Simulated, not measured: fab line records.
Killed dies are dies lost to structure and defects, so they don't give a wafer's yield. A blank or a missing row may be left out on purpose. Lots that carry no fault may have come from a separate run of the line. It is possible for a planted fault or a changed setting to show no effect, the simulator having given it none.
Chamber matching ; flow n5 finfet ; N5_BEOL_M11_STRIP_67 on rie diel-01: 4 sister chambers
The step strips in CF4. 4 wafers are shown with their chamber, then 11 later ones without.

EACH WAFER AND ITS CHAMBER
wafer;chamber;drypump motor current A (A)
L087.5;1;5.8
L087.6;0;6.3
L085.5;2;5.8
L086.1;3;5.8

WAFERS WITHOUT THEIR CHAMBER
wafer;drypump motor current A (A)
L086.2;5.8
L086.3;5.8
L086.4;6.3
L086.5;6.3
L086.6;5.8
L093.1;5.8
L093.3;5.8
L093.5;5.9
L095.2;6.3
L095.4;5.8
L095.5;5.8

WHICH CHAMBER EACH ONE RAN IN
wafer;from the rows above;in truth
L086.2;can't be placed: 1 or 2 or 3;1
L086.3;can't be placed: 1 or 2 or 3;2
L086.4;0;0
L086.5;0;0
L086.6;can't be placed: 1 or 2 or 3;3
L093.1;can't be placed: 1 or 2 or 3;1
L093.3;can't be placed: 1 or 2 or 3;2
L093.5;can't be placed: 1 or 2 or 3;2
L095.2;0;0
L095.4;can't be placed: 1 or 2 or 3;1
L095.5;can't be placed: 1 or 2 or 3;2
Placed correctly: 3 of 11. These rows do not allow placing 8 (true chamber among the candidates in 8). 0 placed wrongly.
How it was worked out, from the rows above alone: a wafer's distance from a chamber is the root of the sum, over the readings, of the square of ((its reading less the chamber's mean) divided by the reading's scatter). The wafer belongs to the nearest chamber; if the next one is less than 2 further off, it can't be placed. For every chamber, the mean is computed from those of its wafers that are shown. The scatter: with one shown wafer a chamber, the root of the mean of the squares of how far each hidden wafer lies from its nearest shown one.
